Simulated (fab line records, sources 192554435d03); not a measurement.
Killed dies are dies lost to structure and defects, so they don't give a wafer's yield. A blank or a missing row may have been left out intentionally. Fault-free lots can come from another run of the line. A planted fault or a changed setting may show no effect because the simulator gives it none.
fab line records	flow n5-finfet
record lots=5	wafers=14	last-day=18
route steps=1938 shown BEOL_M4@1099 BEOL_M5@1112 MIM_TOP@1835 PASSIVATION@1936
lots that met no fault: taken from a fault-free run of the same line
start-h: start of the lot's first displayed wafer, in hours after the record's first day	wait-h: hours from the lot's prior step to this one	" unchanged from the row above	L1.1+2: a single row standing in for several wafers	- no value, or no start given	* or withheld: withheld	< > ~ a bound
route shown NAME@n: NAME is a module with steps in the file, n the number in the route of the first one	usual: mean and standard deviation over wafers with no fault	same: alike in all rows	chamber/n: place in a boat	sites: the reading at each site	_std_site: standard deviation of those values	_edge_site: the outer-site mean with the inner-site mean subtracted	radius-mm: how far each site lies from the wafer's centre	mask NAME#n: copy n	behind: tool/chamber where the wafer was last shaped	hold: why the lot was held/for how many hours/how that ended	device: the transistor (n, p or np) that didn't switch	end of line: the tests these same wafers got at the end of their route	where a step has no rows: the recipe by itself	killed: at the first sort, the dies lost to defects and structure; wafer yield is something else	map: per-die view of a wafer (x killed, . not killed, _ where there is no die)
set.NAME: the run value of the setting; set.NAME@STEP: its run value at that earlier step	model.NAME: the simulator's own value behind a step, which no gauge read
certain route steps with their lots: each step a table, each wafer a row
services: from which hour (start-h, from the record's first day; less than 0 if before it) a tool's chamber was out of use, for how many hours, and why
## steps
# step N5_BEOL_M4_ANNEAL_95
# recipe temp-c=400	time-s=240	ambient=vacuum
# step N5_BEOL_M4_SPUTTER_96
# recipe material=Cu	target-thk-a=45	temp-c=-20	chamber-pressure-pa=0.07	power-w=withheld	time-s=8.29
# step N5_BEOL_M4_ECD_50
# recipe material=Cu	target-thk-a=3000
# step N5_BEOL_M4_ANNEAL_51
# recipe temp-c=225	time-s=90	ambient=N2
# step N5_BEOL_M4_CMP_52
# recipe stop-on=SiOC	t-overpolish-s=6.8	down-force-psi=1	platen-rpm=50	clearing-platen-down-force-psi=1.5	clearing-platen-rpm=50	post-cmp-clean=cu-alkaline	target-thk-nm=40	clearing-platen-pad-velocity-m-s=0.99484	pad-velocity-m-s=0.99484
# step N5_BEOL_M4_PRE_CLEAN_60
# recipe gas=NH3/H2	time-s=15	temp-c=*	rf-power-w=300
# step N5_BEOL_M4_CO_CAP_55
# recipe material=Co	target-thk-a=20	temp-c=200	precursor=CCTBA/H2	pressure-torr=30	time-s=102.1
# step N5_BEOL_M4_PRE_CLEAN_56
# recipe gas=NH3	time-s=15	temp-c=withheld	rf-power-w=300
# step N5_BEOL_M4_DEP_57
# recipe material=SiCN	target-thk-a=80	temp-c=withheld	precursor=3MS/NH3	pressure-torr=3	rf-w=202	time-s=14
# step N5_BEOL_M4_RC_MEAS_101
# usual DIBL_N=36.3/2.2	DIBL_P=36.0/2.4	IOFF_N=0.16/0.042	IOFF_P=0.22/0.041	ION_N=672/14	ION_P=462/7.9	SS_N=71.7/0.76	SS_P=73.3/0.72	VT_N=250/3.6	VT_P=-249/3
lot.wafer	tool	chamber	start-h	wait-h	DIBL_N[mV/V]	DIBL_P[mV/V]	IOFF_N[nA/um]	IOFF_P[nA/um]	ION_N[uA/um]	ION_P[uA/um]	SS_N[mV/dec]	SS_P[mV/dec]	VT_N[mV]	VT_P[mV]
L955.2	prober-02	0	167.54	0.2	33.5	32.9	0.13	0.16	664	457	71.2	72.7	251	-252
L955.5	"	0	"	"	33.1	32.7	0.11	0.16	658	458	71.1	72.8	254	-255
L961.3	prober-01	0	205.51	0.3	34.7	34.8	0.14	0.20	664	461	71.5	72.4	251	-251
L961.4	"	0	"	"	36.1	35.8	0.15	0.20	667	454	71.8	73.6	254	-250
L961.5	"	0	"	"	35.9	36.1	0.16	0.21	672	462	71.8	72.9	252	-252
L962.1	prober-02	0	209.04	0.0	34.7	33.6	0.14	0.19	653	454	71.1	73.6	254	-253
L962.3	"	0	"	"	33.6	32.8	0.13	0.21	671	469	70.4	72.1	254	-249
L962.4	"	0	"	"	34.4	34.2	0.15	0.21	677	473	71.2	73.0	250	-250
L963.3	prober-01	0	210.61	0.3	41.9	41.4	0.27	0.32	698	471	72.4	74.5	241	-243
L963.4	"	0	"	"	38.6	38.1	0.18	0.25	684	467	71.8	73.5	248	-248
L963.6	"	0	"	"	36.6	34.8	0.14	0.20	660	452	71.2	72.7	251	-250
L977.1	prober-01	0	316.51	0.0	35.7	34.4	0.14	0.16	673	451	70.6	72.0	249	-257
L977.3	"	0	"	"	39.9	40.0	0.23	0.26	690	457	72.3	73.8	244	-248
L977.4	"	0	"	"	38.0	37.6	0.17	0.20	668	452	72.6	73.6	250	-256
# step N5_BEOL_M5_ILD_DEP_00
# recipe material=SiCOH_lowk	target-thk-a=1406.4	temp-c=300	precursor=DEMS/porogen	pressure-torr=5	rf-w=500	time-s=25.9
# step N5_BEOL_M5_CURE_79
# recipe temp-c=385	time-s=240	ambient=He/Ar	material=SiCOH_lowk
# step N5_BEOL_M5_PECVD_70
# recipe material=SiO2	target-thk-a=160	temp-c=400	precursor=TEOS/O2	pressure-torr=5.5	rf-w=450	teos-flow-sccm=53.8	gas=O2	flow-sccm=3000	time-s=18
# step N5_BEOL_M5_HM_DEP_02
# recipe material=TiN	target-thk-a=200	temp-c=25	chamber-pressure-pa=0.49996
# step N5_BEOL_M5_COAT_59
# recipe resist=SOC	temp-c=250	time-s=60	spin-rpm=1500	resist-thk-nm=60
# step N5_BEOL_M5_COAT_60
# recipe resist=SiARC	temp-c=220	time-s=60	spin-rpm=1500	resist-thk-nm=12
# step N5_BEOL_M5_COAT_71
# recipe resist=underlayer	temp-c=205	time-s=60	spin-rpm=1500	resist-thk-nm=5
# step N5_BEOL_M5_COAT_05
# recipe resist=CAR-EUV	spin-rpm=1500	resist-thk-nm=30
# step N5_BEOL_M5_EBR_07
# recipe solvent=PGMEA	ebr-width-mm=1.5
# step N5_BEOL_M5_SOFTBAKE_06
# recipe temp-c=110	time-s=60	resist=CAR-EUV
# step N5_BEOL_M5_EXPOSE_08
# recipe mask-id=M5	na=0.33	source-shape=annular	sigma-inner=0.4	sigma-outer=0.8	polarization=unpolarized	target-cd-nm=28	dose-mj=35.75
# step N5_BEOL_M5_PEB_09
# recipe peb-temp-c=100	peb-time-s=60	resist=CAR-EUV
# step N5_BEOL_M5_DEVELOP_10
# recipe develop-time-s=30	developer=TMAH	resist=CAR-EUV	rinse-liquid=surfactant-rinse	dry=air-spin	dev-temp-c=23
# step N5_BEOL_M5_DESCUM_16
# recipe chemistry=O2	time-s=7	source-power-w=50	bias-power-w=20	pressure-mtorr=20	rf-frequency-hz=2.712e+07	temp-c=40	resist=CAR-EUV	o2-flow-sccm=225
# step N5_BEOL_M5_ETCH_72
# recipe chemistry=N2/H2	target=underlayer	target-depth-a=65	mask-material=CAR-EUV	time-s=5.2	ion-energy-ev=200	pressure-mtorr=30	source-w=840	bias-w=150	n2-flow-sccm=200	h2-flow-sccm=200	ends=cleared
# step N5_BEOL_M5_ETCH_61
# recipe chemistry=CF4	target=SiARC	target-depth-a=156	mask-material=CAR-EUV	time-s=26	ion-energy-ev=80	pressure-mtorr=40	source-w=545	bias-w=36	Ar_flow_sccm=100	cf4-flow-sccm=100	ends=cleared
# step N5_BEOL_M5_ETCH_62
# recipe chemistry=N2/H2	target=SOC	target-depth-a=750	overetch-a=150	mask-material=SiARC	temp-c=40	time-s=112.5	ion-energy-ev=200	pressure-mtorr=30	source-w=840	bias-w=150	n2-flow-sccm=200	h2-flow-sccm=200
# step N5_BEOL_M5_STRIP_63
# recipe chemistry=N2/H2	temp-c=40	n2-flow-sccm=200	h2-flow-sccm=200	rf-frequency-hz=6e+07
# step N5_BEOL_M5_STRIP_73
# recipe chemistry=N2/H2	temp-c=40	n2-flow-sccm=200	h2-flow-sccm=200	rf-frequency-hz=6e+07
# step N5_BEOL_M5_STRIP_64
# recipe chemistry=CF4	resist=SiARC	power-w=300	bias-power-w=75	pressure-mtorr=50	cf4-flow-sccm=150	rf-frequency-hz=6e+07
# step N5_BEOL_M5_HM_OPEN_17
# recipe chemistry=Cl2/BCl3	target-depth-a=200	overetch-a=60	target=TiN	mask-material=SOC	ion-energy-ev=150	pressure-mtorr=10	icp-w=1000	bias-w=126	Cl2_flow_sccm=53.25	bcl3-flow-sccm=21.75	Ar_flow_sccm=25
# step N5_BEOL_M5_STRIP_19
# recipe chemistry=O2	power-w=400	temp-c=40	pressure-mtorr=30	rf-frequency-hz=6e+07	bias-power-w=0	overash-fraction=0.2	o2-flow-sccm=225
# step N5_BEOL_M5_COAT_65
# recipe resist=SOC	temp-c=250	time-s=60	spin-rpm=1500	resist-thk-nm=60
# step N5_BEOL_M5_COAT_66
# recipe resist=SiARC	temp-c=220	time-s=60	spin-rpm=1500	resist-thk-nm=12
# step N5_MIM_TOP_ALD_01
# recipe material=HfO2	target-thk-a=56	temp-c=withheld	ald-precursor-family=Hf-amide	ald-co-reactant=O3	pulse-time-s=1	purge-time-s=3	co-reactant-purge-time-s=2	co-reactant-pulse-time-s=3	ald-cycles=62
# usual ald-cycles=62/0	co-reactant-pulse-time-s=3/0	precursor-pulse-height-rel=1.000/0.018
lot.wafer	tool	chamber	start-h	wait-h	ald-cycles	co-reactant-pulse-time-s	precursor-pulse-height-rel
L955.2	ald-hk-03	2	254	-	62	3	1.003
L955.5	"	3	"	"	62	3	0.996
L961.3	ald-hk-01	1	291	-	-	-	-
L961.4	"	3	"	"	-	-	-
L961.5	"	1	"	"	-	-	-
L962.1	ald-hk-02	2	291	-	-	-	-
L962.3	"	0	"	"	-	-	-
L962.4	"	3	"	"	-	-	-
L963.3	ald-hk-03	2	294	-	-	-	-
L963.4	"	0	"	"	-	-	-
L963.6	"	1	"	"	-	-	-
L977.1	ald-hk-03	3	424	-	62	3	1.024
L977.3	"	0	"	"	62	3	1.014
L977.4	"	1	"	"	62	3	1.011
# step N5_PASSIVATION_PROBE_49
# usual defect-limited-yield=91.3/1.7	killed_at_M0_to_M3=33/9.9	killed_at_M4_up=14/6.4	killed-at-contacts=12/7	killed-at-front-end=41/13	killed-at-other=3.1/2.9	killed-dies=103/20	killed-on-rim=13/4	killed-open=67/14	killed-short=34/9.4	sort_bin_5_function=5.1/1.1	sort_bin_6_memory=3.2/0.79	sort-n-pass=1077/21	sort-yield-pct=91.2/1.7
# same gross-dies=1180	killed-at-back-side=0	sort_bin_4_leakage[%]=0	sort_bin_8_speed[%]=0
lot.wafer	tool	chamber	start-h	wait-h	defect-limited-yield[%]	killed_at_M0_to_M3	killed_at_M4_up	killed-at-contacts	killed-at-front-end	killed-at-other	killed-dies	killed-on-rim	killed-open	killed-short	sort_bin_5_function[%]	sort_bin_6_memory[%]	sort-n-pass	sort-yield-pct[%]
L955.2	prober-02	-	265.61	0.1	90.2	46	12	22	31	5	116	13	82	31	5.8	3.6	1064	90.2
L955.5	prober-02	-	265.76	0.2	92.8	35	11	21	15	3	85	16	55	28	4.9	2.2	1095	92.8
L962.1	prober-02	-	302.87	0.0	4.2	34	10	9	35	1043	1131	131	59	29	92.9	2.7	49	4.2
L962.3	prober-02	-	302.97	0.1	3.8	37	9	6	38	1045	1135	152	62	31	92.5	3.1	45	3.8
L962.4	prober-02	-	303.02	0.2	3.2	52	15	9	60	1006	1142	132	83	47	92.3	4.0	38	3.2
L963.3	prober-01	-	305.09	0.1	3.8	57	2	8	65	1003	1135	152	81	50	91.9	4.1	45	3.8
L963.4	prober-01	-	305.14	0.2	3.9	37	11	8	50	1028	1134	152	71	38	92.5	3.1	46	3.9
L963.6	prober-01	-	305.24	0.3	3.8	37	8	8	38	1044	1135	152	63	32	92.8	3.2	45	3.8
L961.3	prober-01	-	305.77	0.1	4.3	43	24	7	71	984	1129	152	91	52	91.1	4.3	51	4.3
L961.4	prober-01	-	305.82	0.2	4.6	35	25	9	65	992	1126	126	81	44	90.3	4.2	54	4.6
L961.5	prober-01	-	305.87	0.2	5.3	46	22	25	67	958	1118	151	105	55	88.4	5.6	62	5.3
L977.1	prober-01	-	437.68	0.0	92.0	25	16	10	42	1	94	14	68	24	5.6	2.3	1086	92.0
L977.3	prober-01	-	437.78	0.1	91.4	26	6	17	49	3	101	8	60	40	5.3	2.7	1079	91.4
L977.4	prober-01	-	437.83	0.2	92.0	23	17	8	43	3	94	15	68	26	4.7	3.0	1086	92.0
# killed by level:class
L955.2 MOL_CONTACT_COAG:geometric-particle:open=17 BEOL_M3:geometric-particle:open=14 BEOL_M0_SAQP:geometric-particle:short=8 BEOL_M1:geometric-particle:open=6 STI_FIN_REVEAL:geometric-particle:open=5 GATE_CUT:geometric-particle:open=5 MOL_CONTACT_COAG:geometric-particle:short=5 BEOL_M0_SAQP:geometric-particle:open=5
L955.5 MOL_CONTACT_COAG:geometric-particle:open=15 BEOL_M3:geometric-particle:open=14 MOL_CONTACT_COAG:geometric-particle:short=6 BEOL_M0_SAQP:geometric-particle:short=6 BEOL_M0_SAQP:geometric-particle:open=5 BEOL_M1:geometric-particle:open=4 BEOL_M8:geometric-particle:open=3 STARTING-WAFER:geometric-particle:short=3
L962.1 MIM_TOP:area-ald=1042 MOL_CONTACT_COAG:geometric-particle:open=9 STI_FIN_REVEAL:geometric-particle:open=8 FIN_SAQP:geometric-particle:open=7 FIN_SAQP:geometric-particle:short=7 BEOL_M1:geometric-particle:open=7 BEOL_M0_SAQP:geometric-particle:open=6 BEOL_M0_SAQP:geometric-particle:short=5
L962.3 MIM_TOP:area-ald=1042 STI_FIN_REVEAL:geometric-particle:open=8 DUMMY_GATE:geometric-particle:open=7 GATE_CUT:geometric-particle:short=7 BEOL_M3:geometric-particle:open=7 BEOL_M1:geometric-particle:open=7 BEOL_M2:geometric-particle:open=6 BEOL_M0_SAQP:geometric-particle:open=5
L962.4 MIM_TOP:area-ald=1006 FIN_SAQP:geometric-particle:short=19 STI_FIN_REVEAL:geometric-particle:open=15 BEOL_M1:geometric-particle:open=10 BEOL_M2:geometric-particle:open=9 FIN_SAQP:geometric-particle:open=8 DUMMY_GATE:geometric-particle:open=7 MOL_CONTACT_COAG:geometric-particle:open=7
L963.3 MIM_TOP:area-ald=1000 FIN_SAQP:geometric-particle:short=14 BEOL_M3:geometric-particle:open=14 STI_FIN_REVEAL:geometric-particle:open=13 BEOL_M0_SAQP:geometric-particle:short=12 DUMMY_GATE:geometric-particle:open=9 BEOL_M0_SAQP:geometric-particle:open=9 FIN_SAQP:geometric-particle:open=7
L963.4 MIM_TOP:area-ald=1025 STI_FIN_REVEAL:geometric-particle:open=30 BEOL_M3:geometric-particle:open=7 MOL_CONTACT_COAG:geometric-particle:open=7 BEOL_M0_SAQP:geometric-particle:short=7 FIN_SAQP:geometric-particle:short=6 BEOL_M0_SAQP:geometric-particle:open=6 BEOL_M4:geometric-particle:short=6
L963.6 MIM_TOP:area-ald=1038 FIN_SAQP:geometric-particle:short=11 BEOL_M0_SAQP:geometric-particle:open=10 BEOL_M2:geometric-particle:open=10 STI_FIN_REVEAL:geometric-particle:open=8 MOL_CONTACT_COAG:geometric-particle:open=8 FIN_SAQP:geometric-particle:open=7 BEOL_M0_SAQP:geometric-particle:short=7
L961.3 MIM_TOP:area-ald=984 FIN_SAQP:geometric-particle:open=16 STI_FIN_REVEAL:geometric-particle:open=12 BEOL_M0_SAQP:geometric-particle:short=12 FIN_SAQP:geometric-particle:short=11 DUMMY_GATE:geometric-particle:open=9 BEOL_M4:geometric-particle:open=9 MOL_CONTACT_COAG:geometric-particle:open=7
L961.4 MIM_TOP:area-ald=992 BEOL_M4:geometric-particle:open=15 FIN_SAQP:geometric-particle:short=11 STI_FIN_REVEAL:geometric-particle:open=11 BEOL_M0_SAQP:geometric-particle:short=10 BEOL_M0_SAQP:geometric-particle:open=10 FIN_SAQP:geometric-particle:open=9 MOL_CONTACT_COAG:geometric-particle:open=9
L961.5 MIM_TOP:area-ald=957 MOL_CONTACT_COAG:geometric-particle:open=18 FIN_SAQP:geometric-particle:open=16 BEOL_M0_SAQP:geometric-particle:short=16 STI_FIN_REVEAL:geometric-particle:open=15 FIN_SAQP:geometric-particle:short=11 BEOL_M4:geometric-particle:open=8 STI_FIN_REVEAL:geometric-particle:short=7
L977.1 FIN_SAQP:geometric-particle:open=16 FIN_SAQP:geometric-particle:short=9 STI_FIN_REVEAL:geometric-particle:open=9 MOL_CONTACT_COAG:geometric-particle:open=8 BEOL_M0_SAQP:geometric-particle:open=8 BEOL_M0_SAQP:geometric-particle:short=7 BEOL_M4:geometric-particle:open=6 BEOL_M2:geometric-particle:open=4
L977.3 MOL_CONTACT_COAG:geometric-particle:open=14 STI_FIN_REVEAL:geometric-particle:open=13 BEOL_M0_SAQP:geometric-particle:short=11 FIN_SAQP:geometric-particle:open=9 FIN_SAQP:geometric-particle:short=8 STARTING-WAFER:geometric-particle:short=5 DUMMY_GATE:geometric-particle:open=3 MOL_CONTACT_COAG:geometric-particle:short=3
L977.4 FIN_SAQP:geometric-particle:open=14 STI_FIN_REVEAL:geometric-particle:open=9 BEOL_M0:geometric-particle:open=6 MOL_CONTACT_COAG:geometric-particle:open=5 BEOL_M0_SAQP:geometric-particle:short=5 GATE_CUT:geometric-particle:short=4 BEOL_M0_SAQP:geometric-particle:open=4 BEOL_M1:geometric-particle:open=4
# map L961.3 (x killed, . not)
_________________xxxxxxxxxxxx________________
______________xxxxxxxxxxxxxxxxxx_____________
___________xxxxxxxxxxxxxxxxxxxxxxxx__________
__________xxxxxxxxxxxxxxxxxxxxxxxxxx_________
________xxxxxxxxxxxxxxxxxxxxxxxxxxxxxx_______
_______xxxxxxxxxxxxxxxxxxxxxxxxxxxxxxxx______
______xxxxxxxxxxxxxxxxxx.xxxxxxxxxxxxxxx_____
_____xxxxxxxxxxxxxxxxxxxxxxxxxxxxxxxxxxxx____
____xxxxxxxxxxxxxxxxxxxxx..xxxxxx.xxxxxxxx___
___xxxxxxxxxxxxxxxxxxxxx.xx.xxxxxxxxxxxxxxx__
___xxxxxxxxxxxxxxxxxx.xxxxxxxxxxxxxxxxxxxxx__
__xxxxxxxxxxxxxxxxxxxxxxxx.xxxxxxxxxxxxxxxxx_
__xxxxxxxxxxxxxxxxxxxxxxxxxxxxxxxxxxxxxxxxxx_
_xxxxxxxxxxxxxxxxxxxxxxxxxxxx.xxxx.xxxxx.xxxx
_xxxxxxxxxxxxxxxxx.xxxxxx.x.xxxxxx.x.xxxxxxxx
_xxxxxxxxxxxxxxxxxxx.xxxxxxx.xxxxx.xxxxxxxxxx
_xxxxxxxxxxxxxx.x.xx.xxxxxxxxx.xxxxxxxxx.xxxx
_xxxxxxxxxxxxxxxxxxxx.x.xxx.xx.xx.x.xxxxxxxxx
_xxxxxxxxxxxxxxxxxxx.xxxxxxx.xx.xxxxxxxxxxxxx
_xxxxxxxxxxx.xxxxxxxxx..xxxxxx.xxxxxxxxxxxxxx
_xxxxxxxxxxxxxxxxxxxxx.xxxxx.xxxxxxxxxxxxxxxx
__xxxxxxxxxxxxxxxxxxxx.xxxx.xxxxxxxxxxxxxxxx_
__xxxxxxxxxxxxxxxx.xxxxx..xxxxx.xxxxx.xxxxxx_
___xxxxxxxxxxxxxx.xxxxxxxxxxxxxxxxxxxxxxxxx__
___xxxxxxxxxxxxxxxxxxxxxxx.xxxxxxxxxxxxxxxx__
____xxxxxxxxxxxxxxxxxxx.xxxxxxxxxxxxxxxxxx___
_____xxxxxxxxxxxxxxxxxx.xxxxxxxxxxxxxxxxx____
______xxxxxxxxxxxxxxxxxxxxxxxxxxxxxxxxxx_____
_______xxxxxxxxxxxxxxxx.xxxxxxxxxxxxxxx______
________xxxxxxxxxxxxxxxxxxxxxxxxxxxxxx_______
__________xxxxxxxxxxxxxxxxxxxxxxxxxx_________
___________xxxxxxxxxxxxxxxxxxxxxxxx__________
______________xxxxxxxxxxxxxxxxxx_____________
_________________xxxxxxxxxxxx________________
# map L962.4 (x killed, . not)
_________________xxx.xxxxxxxx________________
______________.xxxxxxxxxxxxxxxxx_____________
___________xxxxxxxxxxxxxxxxxxxxxxxx__________
__________xxxxxxxxxxxxxxxxxxxxxxxx.x_________
________xxxxxxxxxxxxxxxxxxxx.xxx.xxxxx_______
_______xxxxxxxxxxxxxxxxxxxxxxxxxxxxxxxx______
______xxxxxxxxxxxxxxxxxxxxxxxxxxxxxxxxxx_____
_____xxxxxxxxxxxxxxxxxxxxxxxxxxxxxxxxxxxx____
____xxxxxxxxxxxxxxxxxxxxxxxxxxxxxxxxxxxxxx___
___xxxxxxxxxxxxxxxxxxxxxxxxxxxxxxxxxxxxxxxx__
___xxxxxxxxxxxxxxxxxxxxxxxxxxxxxxxxxxxxx.x.__
__xxxxxxxxxxxxxxxxxxxxxxxxxxxxxxxxxxxxxxxxxx_
__xxxxxxxxxxxxxxxxxxxxxxxxxxxxxxxxxxxxxxxxxx_
_xxxxxxxxxxxxxxxxxxxxxxxxxxxxxxxxxxxxxxxxx.xx
_xxxxxxxxxxxxxxxxxxxxxxxxxxxxxxxxxxxxxxxxxxx.
_xxxxxxxxxxxxxxxxxxxxxxxxxxxxxxxxxxxxxxxxxxxx
_.xxxxxxxxxxxxxxxxxxxxxxxxxxxxxxxxxxxxxxxxxxx
_xxxxxxxxxxxxxxxxxxxxxxxxxxxxxxxxxxxxxxxxxxx.
_xxxxxxxxxxxxxxxxxxxxxxxxxxxxxxxxxxxxxxxxxxxx
_xxxxxxxxxxxxxxxxxxxxxxxxxxxxxxxxxxxxxxxxxx.x
_xxxxxxxxxxxxxxxxxxxxxxxxxxxxxxxxxxxxxxxxxxx.
__xxxxxxxxxxxxxxxxxxxxxxxxxxxxxxxxxxxxxxxx.x_
__xxxxxxxxxxxxxxxxxxxxxxxxxxxxxxxxxxxxxxxxx._
___xxxxxxxxxxxxxxxxxxxxxxxxxxxxxxxxxxxxxxxx__
___xxxxxxxxxxxxxxxxxxxxxxxxxxxxxxxxxxxxx.xx__
____xxxxxxxxxxxxxxxxxxxxxxxxxxxxxxxxxxx..x___
_____xxxxxxxxxxxxxxxxxxxxxxxxxxxxxxx.xxxx____
______xxxxxxxxxxxxxxxxxxxxxxxxxxx.xxxxxx_____
_______xx.xxxxxxxxxxxxxxxxxxxxxxxxxxxxx______
________.xxxx.xxxxxxxxxxxxxxxxxxxx...x_______
__________x.xxxxxxx.xxxxxxxxxxxxx.xx_________
___________.xxxxxxxxxxxxxx.xxxxxxx.__________
______________xxxxxxxxx.x.xxx.xx_____________
_________________xxxx.xxxx..x________________
## services
tool	chamber	start-h	hours	kind
ald-hk-02	-	243.64	0.4	repair
ald-hk-02	-	308.69	2.8	pm
ald-hk-01	-	316.14	1.4	repair
ald-hk-01	-	371.93	8.7	pm
ald-hk-03	-	391.16	0.8	repair
ald-hk-01	-	404.27	7.4	repair
## key
first-sign step=N5_MIM_TOP_ALD_01	reading=tool-record	direction=missing
effect step=N5_PASSIVATION_PROBE_49	reading=killed-at-other	direction=up	sigmas=99+	usual=3.1	struck=1011.4
more-kills-born-at N5_MIM_TOP_ALD_01@ald-hk-02=3090	N5_MIM_TOP_ALD_01@ald-hk-03=3063	N5_MIM_TOP_ALD_01@ald-hk-01=2933
met-at N5_MIM_TOP_ALD_01
struck-wafers L961.3,L961.4,L961.5,L962.1,L962.3,L962.4,L963.3,L963.4,L963.6
later-rows-left-out L961.3,L961.4,L961.5,L962.1,L962.3,L962.4,L963.3,L963.4,L963.6
onset-between 254 291
fault kind=skipped-step-whole	tool=ald-hk-01,ald-hk-02,ald-hk-03	chamber=-	onset-h=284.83	steps=N5_MIM_TOP_ALD_01	scope=struck-lots-only
# later-rows-left-out: the simulator's readings of these wafers behind a module that went badly wrong aren't trusted and aren't shown, but for the sort
